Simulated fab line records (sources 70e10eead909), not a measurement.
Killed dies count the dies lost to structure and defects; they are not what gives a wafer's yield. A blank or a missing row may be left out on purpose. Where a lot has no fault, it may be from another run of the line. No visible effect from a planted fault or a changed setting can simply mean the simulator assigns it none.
The tool behind it: which one? | flow nand_harc | 24 lots, 72 wafers sampled, at 6 steps of a route of 1302

## WHAT EACH GAUGE READ, for each wafer
NHARC_P_M0_OVL_MEAS_10: pitch 180 nm. Usual: overlay_x_nm 0.4 nm, standard deviation 0.91; overlay_y_nm 0.0 nm, standard deviation 0.85.
lot  | measured     | on         | overlay_x_nm (nm) | overlay_y_nm (nm) | flag
L074 | day 6 10:02  | overlay-01 | 1.2 1.1 1.7       | 1.0 0.4 0.3       |
L076 | day 7 01:34  | overlay-02 | 1.5 0.9 1.1       | -0.2 -0.2 -0.4    |
L075 | day 7 02:15  | overlay-02 | -0.7 -0.4 -0.9    | 1.7 0.7 0.9       |
L077 | day 7 11:56  | overlay-01 | -0.4 -0.1 -0.4    | -1.0 -0.4 -1.1    |
L078 | day 7 16:40  | overlay-01 | 0.5 0.2 1.0       | 0.2 0.2 0.7       |
L079 | day 8 08:40  | overlay-01 | 1.8 1.6 2.1       | -1.7 -1.1 -1.1    |
L080 | day 8 13:28  | overlay-02 | 0.7 0.8 0.9       | 1.3 1.2 1.6       |
L081 | day 8 23:34  | overlay-01 | -0.2 -0.1 -0.4    | 0.2 0.6 0.7       |
L082 | day 9 06:03  | overlay-02 | 1.5 1.6 1.4       | 1.0 0.9 1.0       |
L083 | day 9 23:48  | overlay-02 | 1.1 0.8 0.4       | -0.7 -1.0 -0.4    |
L084 | day 10 03:01 | overlay-02 | 0.4 0.5 0.3       | -0.2 -0.6 -0.5    |
L085 | day 10 10:49 | overlay-02 | 0.1 0.4 0.2       | 0.6 -0.1 -0.5     |
L086 | day 11 02:05 | overlay-01 | 1.3 1.4 1.0       | -1.4 -1.5 -1.3    |
L087 | day 11 08:23 | overlay-01 | 2.2 2.1 2.4       | 0.9 0.4 0.4       |
L088 | day 12 01:43 | overlay-02 | 0.6 0.6 -0.6      | 0.5 -0.1 0.2      |
L089 | day 12 02:08 | overlay-01 | -0.3 -0.2 -0.5    | 0.2 0.4 0.2       |
L090 | day 12 17:02 | overlay-02 | 0.5 0.8 0.4       | -0.1 -0.9 -0.6    |
L091 | day 13 04:09 | overlay-01 | 0.5 0.9 0.7       | -1.3 -1.2 -0.7    |
L092 | day 13 16:19 | overlay-02 | 0.9 0.5 1.5       | -1.0 -0.8 -1.1    |
L093 | day 13 23:25 | overlay-02 | 0.3 0.2 0.1       | 0.8 1.7 0.9       |
L094 | day 14 10:44 | overlay-01 | -0.7 -0.7 -0.5    | 1.2 0.3 0.7       |
L095 | day 14 17:46 | overlay-01 | -0.5 -0.3 0.1     | -0.4 -0.3 -0.2    |
L096 | day 15 06:53 | overlay-01 | -0.1 0.4 0.2      | 0.1 -0.9 -0.4     |
L097 | day 15 13:35 | overlay-02 | -1.7 -1.5 -1.0    | 1.6 1.0 1.5       |

NHARC_P_M1_THK_MEAS_24: measures by xrf. Usual: thk_nm reads 157.7 nm (standard deviation 1.5).
lot  | measured     | on            | thk_nm (nm)       | flag
L074 | day 6 16:35  | film_metro-02 | 157.4 160.9 158.0 |
L076 | day 7 08:12  | film_metro-01 | 159.0 156.8 155.6 |
L075 | day 7 08:53  | film_metro-01 | 156.0 157.0 155.9 |
L077 | day 7 18:37  | film_metro-02 | 159.4 158.1 159.2 |
L078 | day 7 23:15  | film_metro-02 | 158.8 156.9 157.4 |
L079 | day 8 15:23  | film_metro-02 | 158.7 156.8 157.7 |
L080 | day 8 19:55  | film_metro-02 | 159.2 159.0 159.5 |
L081 | day 9 06:08  | film_metro-01 | 157.4 159.6 157.8 |
L082 | day 9 13:35  | film_metro-02 | 155.4 159.1 156.1 |
L083 | day 10 06:23 | film_metro-01 | 156.1 157.7 156.3 |
L084 | day 10 09:31 | film_metro-01 | 158.0 158.8 155.1 |
L085 | day 10 17:22 | film_metro-02 | 159.2 158.0 157.9 |
L086 | day 11 08:39 | film_metro-02 | 156.7 154.6 157.8 |
L087 | day 11 15:08 | film_metro-02 | 156.3 156.3 157.9 |
L088 | day 12 08:58 | film_metro-01 | 157.0 156.1 158.2 |
L089 | day 12 09:04 | film_metro-02 | 158.0 159.3 156.2 |
L090 | day 13 00:02 | film_metro-02 | 154.8 157.2 158.6 |
L091 | day 13 10:36 | film_metro-01 | 155.4 157.6 155.7 |
L092 | day 13 22:53 | film_metro-02 | 157.2 154.8 158.6 |
L093 | day 14 06:08 | film_metro-02 | 157.8 156.3 156.6 |
L094 | day 14 17:19 | film_metro-02 | 158.8 160.1 157.8 |
L095 | day 15 00:20 | film_metro-01 | 156.5 156.6 159.0 |
L096 | day 15 13:20 | film_metro-01 | 158.1 159.0 160.0 |
L097 | day 15 20:47 | film_metro-02 | 158.7 156.6 160.4 |

## TOOL THAT RAN EACH LOT (tool first, then ch and the chambers of the sampled wafers, then the start)
lot  | NHARC_P_CONTACT_DESCUM_17          | NHARC_P_CONTACT_CVD_23                   | NHARC_P_M0_ETCH_15                            | NHARC_P_M1_ETCH_35
L074 | rie_diel-01 ch 1,2,3, day 6 06:00  | cvd_w-02 ch 0,1, day 6 10:02 or earlier  | rie_diel-11 ch 0,2,3, day 6 14:14 or earlier  | rie_diel-03 ch 0,1,3, day 6 14:14
L076 | rie_diel-07 ch 0,1,2, day 6 21:38  | cvd_w-02 ch 0,1, day 7 01:34 or earlier  | rie_diel-02 ch 0,1,2, day 7 05:49 or earlier  | rie_diel-08 ch 0,2, day 7 05:49
L075 | rie_diel-13 ch 1,2,3, day 6 22:12  | cvd_w-01 ch 0,1, day 7 02:15 or earlier  | rie_diel-02 ch 0,1,3, day 7 06:33 or earlier  | rie_diel-03 ch 0,2,3, day 7 06:33
L077 | rie_diel-13 ch 1,2,3, day 7 07:53  | cvd_w-02 ch 0,1, day 7 11:56 or earlier  | rie_diel-02 ch 1,2,3, day 7 16:16 or earlier  | rie_diel-03 ch 1,2,3, day 7 16:16
L078 | rie_diel-13 ch 2,3, day 7 12:42    | cvd_w-01 ch 0,1, day 7 16:40 or earlier  | rie_diel-09 ch 0,3, day 7 20:55 or earlier    | rie_diel-06 ch 0,2,3, day 7 20:55
L079 | rie_diel-01 ch 0,2, day 8 04:41    | cvd_w-02 ch 0, day 8 08:40 or earlier    | rie_diel-11 ch 0,1,3, day 8 12:56 or earlier  | rie_diel-03 ch 2,3, day 8 12:56
L080 | rie_diel-01 ch 1,2, day 8 09:17    | cvd_w-01 ch 0,1, day 8 13:28 or earlier  | rie_diel-11 ch 0,2,3, day 8 17:35 or earlier  | rie_diel-06 ch 1,2,3, day 8 17:35
L081 | rie_diel-01 ch 2,3, day 8 19:27    | cvd_w-02 ch 0,1, day 8 23:34 or earlier  | rie_diel-11 ch 0,3, day 9 03:49 or earlier    | rie_diel-03 ch 0,1,3, day 9 03:49
L082 | rie_diel-01 ch 0,1,2, day 9 02:08  | cvd_w-02 ch 0,1, day 9 06:03 or earlier  | rie_diel-11 ch 0,2, day 9 11:16 or earlier    | rie_diel-06 ch 0,2,3, day 9 11:16
L083 | rie_diel-13 ch 0,3, day 9 19:34    | cvd_w-02 ch 0,1, day 9 23:48 or earlier  | rie_diel-11 ch 0,1, day 10 04:03 or earlier   | rie_diel-06 ch 2,3, day 10 04:03
L084 | rie_diel-07 ch 0,3, day 9 22:56    | cvd_w-01 ch 0,1, day 10 03:01 or earlier | rie_diel-11 ch 1,3, day 10 07:11 or earlier   | rie_diel-03 ch 1,2, day 10 07:11
L085 | rie_diel-07 ch 0,2,3, day 10 06:46 | cvd_w-02 ch 0,1, day 10 10:49 or earlier | rie_diel-09 ch 0,1,2, day 10 15:02 or earlier | rie_diel-03 ch 1,2, day 10 15:02
L086 | rie_diel-01 ch 1,2, day 10 22:08   | cvd_w-02 ch 0,1, day 11 02:05 or earlier | rie_diel-11 ch 2,3, day 11 06:19 or earlier   | rie_diel-03 ch 1,2,3, day 11 06:19
L087 | rie_diel-01 ch 2,3, day 11 04:08   | cvd_w-01 ch 0,1, day 11 08:23 or earlier | rie_diel-11 ch 0,2,3, day 11 12:48 or earlier | rie_diel-03 ch 0,1,3, day 11 12:48
L088 | rie_diel-07 ch 0,1,2, day 11 21:31 | cvd_w-01 ch 0,1, day 12 01:43 or earlier | rie_diel-02 ch 0,2, day 12 06:31 or earlier   | rie_diel-03 ch 0,1,2, day 12 06:31
L089 | rie_diel-13 ch 1,2,3, day 11 22:03 | cvd_w-02 ch 0,1, day 12 02:08 or earlier | rie_diel-02 ch 0,1,3, day 12 06:44 or earlier | rie_diel-08 ch 0,1,3, day 12 06:44
L090 | rie_diel-01 ch 0,2,3, day 12 13:02 | cvd_w-01 ch 0,1, day 12 17:02 or earlier | rie_diel-11 ch 1,2,3, day 12 21:17 or earlier | rie_diel-06 ch 0,1,2, day 12 21:17
L091 | rie_diel-01 ch 0,1,3, day 13 00:13 | cvd_w-02 ch 0,1, day 13 04:09 or earlier | rie_diel-11 ch 1,2,3, day 13 08:17 or earlier | rie_diel-03 ch 0,2,3, day 13 08:17
L092 | rie_diel-01 ch 0,1,2, day 13 12:14 | cvd_w-01 ch 0,1, day 13 16:19 or earlier | rie_diel-09 ch 1,2,3, day 13 20:34 or earlier | rie_diel-03 ch 1,2,3, day 13 20:34
L093 | rie_diel-13 ch 0,3, day 13 19:19   | cvd_w-01 ch 1, day 13 23:25 or earlier   | rie_diel-02 ch 1,2,3, day 14 03:38 or earlier | rie_diel-03 ch 1,2,3, day 14 03:38
L094 | rie_diel-13 ch 1,2, day 14 06:48   | cvd_w-01 ch 0,1, day 14 10:44 or earlier | rie_diel-11 ch 0,1,2, day 14 14:59 or earlier | rie_diel-03 ch 1,3, day 14 14:59
L095 | rie_diel-07 ch 0,1,3, day 14 13:45 | cvd_w-02 ch 0,1, day 14 17:46 or earlier | rie_diel-11 ch 1,2, day 14 22:01 or earlier   | rie_diel-03 ch 0,2,3, day 14 22:01
L096 | rie_diel-01 ch 0,1,2, day 15 02:40 | cvd_w-01 ch 0,1, day 15 06:53 or earlier | rie_diel-11 ch 0,1, day 15 10:59 or earlier   | rie_diel-06 ch 0,3, day 15 10:59
L097 | rie_diel-01 ch 0,1,2, day 15 09:31 | cvd_w-02 ch 0,1, day 15 13:35 or earlier | rie_diel-11 ch 1,2,3, day 15 18:28 or earlier | rie_diel-03 ch 0,1,2, day 15 18:28
- NHARC_P_CONTACT_DESCUM_17: chemistry O2, time 3 s.
- NHARC_P_CONTACT_CVD_23: deposits W, target thk 200 nm, time 557 s.
- NHARC_P_M0_ETCH_15: etches the open film in C4F8/Ar, target depth 150 nm, overetch 15 nm, time 82.5 s.
- NHARC_P_M1_ETCH_35: etches the open film in N2/H2, target depth 40 nm, overetch 12 nm, time 43.94 s.

## WHAT THE TOOLS THEMSELVES READ (means of the sampled wafers that have a number; where no wafer has one, the mark that the record gives instead)
NHARC_P_CONTACT_DESCUM_17. Usual: drypump_motor_current_A 5.7 A, standard deviation 0.46; oes_product_au 0.996 a.u., standard deviation 0.01; rf_vpp_V 57.9 V, standard deviation 0.89; showerhead_plenum_p_Torr 1.93 Torr, standard deviation 0.082; throttle_valve_pct 11.312 %, standard deviation 0.0093.
lot  | tool        | drypump_motor_current_A (A) | oes_product_au (a.u.) | rf_vpp_V (V) | showerhead_plenum_p_Torr (Torr) | throttle_valve_pct (%) | flag
L074 | rie_diel-01 | 5.8                         | 0.986                 | 58.0         | 1.88                            | 11.313                 |
L076 | rie_diel-07 | 6.3                         | 0.991                 | 58.0         | 1.92                            | 11.313                 |
L075 | rie_diel-13 | 5.6                         | 0.998                 | 57.7         | 2.02                            | 11.306                 |
L077 | rie_diel-13 | 5.6                         | 1.001                 | 58.7         | 2.02                            | 11.316                 |
L078 | rie_diel-13 | 6.1                         | 0.999                 | 58.7         | 2.00                            | 11.313                 |
L079 | rie_diel-01 | 5.4                         | 1.001                 | 58.3         | 1.92                            | 11.307                 |
L080 | rie_diel-01 | 5.6                         | 0.976                 | 57.5         | 1.89                            | 11.314                 |
L081 | rie_diel-01 | 5.9                         | 0.993                 | 58.2         | 1.85                            | 11.311                 |
L082 | rie_diel-01 | 5.5                         | 0.998                 | 57.5         | 1.94                            | 11.314                 |
L083 | rie_diel-13 | 6.2                         | 0.996                 | 57.8         | 1.97                            | 11.309                 |
L084 | rie_diel-07 | 6.2                         | 0.990                 | 58.2         | 1.81                            | 11.312                 |
L085 | rie_diel-07 | 6.1                         | 0.983                 | 56.8         | 1.84                            | 11.310                 |
L086 | rie_diel-01 | 5.7                         | 0.998                 | 57.9         | 1.91                            | 11.303                 |
L087 | rie_diel-01 | 5.7                         | 0.986                 | 58.1         | 1.86                            | 11.306                 |
L088 | rie_diel-07 | 6.2                         | 0.997                 | 58.3         | 1.92                            | 11.305                 |
L089 | rie_diel-13 | 5.6                         | 1.006                 | 57.7         | 2.01                            | 11.318                 |
L090 | rie_diel-01 | 5.6                         | 0.993                 | 57.4         | 1.91                            | 11.314                 |
L091 | rie_diel-01 | 5.7                         | 0.999                 | 57.7         | 1.93                            | 11.305                 |
L092 | rie_diel-01 | 5.5                         | 0.994                 | 57.3         | 1.94                            | 11.316                 |
L093 | rie_diel-13 | 5.9                         | 0.994                 | 58.4         | 1.94                            | 11.313                 |
L094 | rie_diel-13 | 5.1                         | 1.001                 | 58.3         | 2.02                            | 11.320                 |
L095 | rie_diel-07 | 5.9                         | 0.996                 | 57.8         | 1.89                            | 11.302                 |
L096 | rie_diel-01 | 5.5                         | 0.997                 | 58.1         | 1.94                            | 11.311                 |
L097 | rie_diel-01 | 5.5                         | 0.997                 | 58.1         | 1.94                            | 11.319                 |

NHARC_P_CONTACT_CVD_23. Usual: heater_power_w 478 W, standard deviation 52; throttle_valve_pct 7.96 %, standard deviation 0.26.
lot  | tool     | heater_power_w (W) | throttle_valve_pct (%) | flag
L074 | cvd_w-02 | 434                | 8.12                   |
L076 | cvd_w-02 | 440                | 7.87                   |
L075 | cvd_w-01 | 504                | 8.13                   |
L077 | cvd_w-02 | 451                | 7.82                   |
L078 | cvd_w-01 | 512                | 8.14                   |
L079 | cvd_w-02 | 481                | 7.62                   |
L080 | cvd_w-01 | 514                | 8.05                   |
L081 | cvd_w-02 | 456                | 7.83                   |
L082 | cvd_w-02 | 441                | 8.08                   |
L083 | cvd_w-02 | 431                | 7.91                   |
L084 | cvd_w-01 | 504                | 7.80                   |
L085 | cvd_w-02 | 455                | 7.89                   |
L086 | cvd_w-02 | 445                | 8.03                   |
L087 | cvd_w-01 | 491                | 7.83                   |
L088 | cvd_w-01 | 525                | 7.88                   |
L089 | cvd_w-02 | 436                | 8.11                   |
L090 | cvd_w-01 | 523                | 8.00                   |
L091 | cvd_w-02 | 445                | 7.96                   |
L092 | cvd_w-01 | 504                | 7.98                   |
L093 | cvd_w-01 | 545                | 7.92                   |
L094 | cvd_w-01 | 524                | 8.06                   |
L095 | cvd_w-02 | 442                | 7.96                   |
L096 | cvd_w-01 | 529                | 7.99                   |
L097 | cvd_w-02 | 429                | 8.02                   |

NHARC_P_M0_ETCH_15. Usual: oes_product_au 0.957 a.u., standard deviation 0.021; rf_vpp_V 441 V, standard deviation 3.3.
lot  | tool        | oes_product_au (a.u.) | rf_vpp_V (V) | flag
L074 | rie_diel-11 | 0.975                 | 441          |
L076 | rie_diel-02 | 0.979                 | 444          |
L075 | rie_diel-02 | 0.961                 | 442          |
L077 | rie_diel-02 | 0.915                 | 442          |
L078 | rie_diel-09 | 0.965                 | 443          |
L079 | rie_diel-11 | 0.966                 | 439          |
L080 | rie_diel-11 | 0.965                 | 441          |
L081 | rie_diel-11 | 0.978                 | 440          |
L082 | rie_diel-11 | 0.928                 | 444          |
L083 | rie_diel-11 | 0.970                 | 440          |
L084 | rie_diel-11 | 0.967                 | 437          |
L085 | rie_diel-09 | 0.920                 | 441          |
L086 | rie_diel-11 | 0.978                 | 441          |
L087 | rie_diel-11 | 0.964                 | 441          |
L088 | rie_diel-02 | 0.944                 | 444          |
L089 | rie_diel-02 | 0.935                 | 442          |
L090 | rie_diel-11 | 0.980                 | 439          |
L091 | rie_diel-11 | 0.968                 | 439          |
L092 | rie_diel-09 | 0.924                 | 440          |
L093 | rie_diel-02 | 0.967                 | 441          |
L094 | rie_diel-11 | 0.941                 | 440          |
L095 | rie_diel-11 | 0.951                 | 439          |
L096 | rie_diel-11 | 0.976                 | 441          |
L097 | rie_diel-11 | 0.938                 | 439          |

NHARC_P_M1_ETCH_35. Usual: drypump_motor_current_A 5.5 A, standard deviation 0.64; n2_flow_sccm 150.0 sccm, standard deviation 0.42; oes_product_au 1.001 a.u., standard deviation 0.0088; rf_vpp_V 431.1 V, standard deviation 2.4; showerhead_plenum_p_Torr 2.06 Torr, standard deviation 0.083; throttle_valve_pct 14.171 %, standard deviation 0.0088.
lot  | tool        | drypump_motor_current_A (A) | n2_flow_sccm (sccm) | oes_product_au (a.u.) | rf_vpp_V (V) | showerhead_plenum_p_Torr (Torr) | throttle_valve_pct (%) | flag
L074 | rie_diel-03 | 5.1                         | 150.2               | 1.007                 | 428.6        | 2.02                            | 14.171                 |
L076 | rie_diel-08 | 5.6                         | 150.1               | 1.006                 | 430.2        | 2.03                            | 14.174                 |
L075 | rie_diel-03 | 5.6                         | 150.0               | 0.993                 | 431.5        | 2.07                            | 14.166                 |
L077 | rie_diel-03 | 5.5                         | 150.2               | 0.997                 | 430.7        | 2.07                            | 14.163                 |
L078 | rie_diel-06 | 5.5                         | 149.5               | 1.002                 | 431.0        | 2.06                            | 14.177                 |
L079 | rie_diel-03 | 5.5                         | 149.7               | 1.001                 | 432.5        | 2.10                            | 14.160                 |
L080 | rie_diel-06 | 5.5                         | 149.7               | 0.994                 | 431.5        | 2.08                            | 14.172                 |
L081 | rie_diel-03 | 5.1                         | 150.0               | 0.999                 | 429.9        | 2.02                            | 14.172                 |
L082 | rie_diel-06 | 5.5                         | 149.8               | 1.006                 | 430.4        | 2.06                            | 14.165                 |
L083 | rie_diel-06 | 5.6                         | 150.1               | 1.016                 | 431.7        | 2.07                            | 14.175                 |
L084 | rie_diel-03 | 6.1                         | 150.1               | 1.001                 | 432.4        | 2.09                            | 14.172                 |
L085 | rie_diel-03 | 5.5                         | 150.2               | 1.002                 | 431.0        | 2.03                            | 14.173                 |
L086 | rie_diel-03 | 5.5                         | 150.7               | 0.997                 | 431.3        | 2.06                            | 14.171                 |
L087 | rie_diel-03 | 5.1                         | 149.7               | 0.998                 | 429.2        | 2.02                            | 14.173                 |
L088 | rie_diel-03 | 5.6                         | 150.2               | 1.007                 | 430.5        | 2.04                            | 14.169                 |
L089 | rie_diel-08 | 5.3                         | 150.6               | 1.009                 | 431.0        | 2.08                            | 14.170                 |
L090 | rie_diel-06 | 5.4                         | 149.6               | 1.002                 | 431.0        | 2.07                            | 14.171                 |
L091 | rie_diel-03 | 5.6                         | 150.3               | 0.998                 | 431.3        | 2.07                            | 14.177                 |
L092 | rie_diel-03 | 5.5                         | 149.7               | 0.995                 | 431.3        | 2.06                            | 14.166                 |
L093 | rie_diel-03 | 5.5                         | 150.4               | 0.994                 | 430.8        | 2.06                            | 14.182                 |
L094 | rie_diel-03 | 4.8                         | 150.2               | 1.000                 | 428.8        | 2.01                            | 14.175                 |
L095 | rie_diel-03 | 5.6                         | 150.0               | 0.997                 | 430.6        | 2.07                            | 14.178                 |
L096 | rie_diel-06 | 5.6                         | 150.1               | 0.998                 | 433.2        | 2.13                            | 14.174                 |
L097 | rie_diel-03 | 5.7                         | 150.0               | 1.004                 | 431.1        | 2.03                            | 14.164                 |

## THE ANSWER, worked out from the rows above alone
Rule: lot off if the mean of its wafers having a number is beyond 3 standard deviations from the usual mean. Also off: a lot with no number at a reading for which 4 or more lots have one. Where the step has rows for the other lots, those lots are counted as sound. Order of review: gauges by route order, followed by the tools' own readings, for which a lot's mean as printed above is used. The first step at which some lot is off is used, and at that step the reading that is off furthest; a lot without a number counts as furthest.
None of the lots is off at any reading shown; this tells nothing.

## WHAT THE SIMULATOR HAD PUT IN
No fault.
